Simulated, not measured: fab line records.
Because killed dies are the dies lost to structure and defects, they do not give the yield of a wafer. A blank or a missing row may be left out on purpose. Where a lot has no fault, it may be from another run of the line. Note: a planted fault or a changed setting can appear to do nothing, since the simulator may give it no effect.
8D (eight disciplines) problem report, filled in by code | flow nandHarc | the parts of the form that need people (team, actions taken, sign-off) are left out

## 1. WHAT IS WRONG
Wafers without a fault read 4.0, standard deviation 2.4; rawDefectCount at NHARC_P_M1_INSPECT_11 reads a mean of 263.7 on 6 wafers belonging to 2 lots. That is +99 or more standard deviations from the usual mean.
Earliest sighting: wafer L255.1 on defectInspect-02 at day 10 07:59. Wafers with a number at this step in the record: 33, from 11 lots. The rule behind "out" and "out of limits": a value lying over 4 standard deviations away from the usual mean. The other wafers with a number count as sound.

## 2. WHAT IT IS, WHAT IT ISN'T
question                    | is                                 | is not
which readings at this step | rawDefectCount                     | -
which lots                  | L255, L258                         | L238, L239, L240, L241, L243, L247, L253, L254, L260
which wafers of those lots  | all that have a number             | -
read on which gauges        | defectInspect-01, defectInspect-02 | -
when                        | from day 10 07:59                  | up to then (24 sound wafers); but 3 sound wafers of L260 came after

## 3. WHAT RULES OUT EACH SUSPECT
Counting: any tool at a process step up to the reading is kept as a suspect provided that every lot that is out went through it and no sound lot did after the first of them.
- the gauge at NHARC_P_M1_INSPECT_11 has been ruled out. 2 gauges (defectInspect-01, defectInspect-02) read the wafers that are out.
- pecvd-02 at NHARC_P_M1_DEP_00 (deposits SiOC, target thk 182.5 nm): kept. It ran every lot that is out, first L255 (day 10 07:01), and no sound lot after that; its last sound lot up to then is L247 (day 8 05:25).
The count leaves pecvd-02 at NHARC_P_M1_DEP_00.

## 4. THE CAUSE (what the simulator had put in)
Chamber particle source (pecvd-02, NHARC_P_M1_DEP_00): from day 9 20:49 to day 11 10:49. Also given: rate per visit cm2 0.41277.
Only this tool survived the counting.

## 5. THE EFFECT CHAIN, in route order
Rows list readings where the struck wafers' mean (over those with a number) sits beyond 3 standard deviations from the usual. Scope: only readings with a usual standard deviation given in the record; hours: median across lots of the time from each lot's start at the first step in this table that gives one to its start at this step; sigmas: change in usual standard deviations.
hours | step                  | reading            | usual  | on struck wafers | change | sigmas
0     | NHARC_P_M1_INSPECT_11 | rawDefectCount     | 4.0    | 263.7            | +259.7 | +99 or more
361   | NHARC_END_SORT_01     | defectLimitedYield | 95.3 % | 85.7             | -9.6   | -7.4
361   | NHARC_END_SORT_01     | killedAtPeriphery  | 3.4    | 71.5             | +68.1  | +25
361   | NHARC_END_SORT_01     | killedDies         | 32     | 97               | +65    | +7.2
361   | NHARC_END_SORT_01     | sort_bin_2_pct     | 1.5 %  | 6.4              | +4.9   | +8.6
361   | NHARC_END_SORT_01     | sort_bin_3_pct     | 0.26 % | 1.95             | +1.69  | +7.7
361   | NHARC_END_SORT_01     | sort_bin_4_pct     | 2.9 %  | 6.0              | +3.1   | +3.4
361   | NHARC_END_SORT_01     | sortNPass          | 645    | 580              | -65    | -7.2
361   | NHARC_END_SORT_01     | sortYieldPct       | 95.3 % | 85.7             | -9.6   | -7.4

## 6. WHAT WOULD HAVE CAUGHT IT SOONER
The first out-of-limits reading at a measuring or inspecting step in this record came at day 10 07:59, 11 hours after the fault's start at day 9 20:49.
Of the lots that are out (2), L258 began NHARC_P_M1_DEP_00 on pecvd-02 after day 10 07:59. A hold on the tool at that time would have spared it.
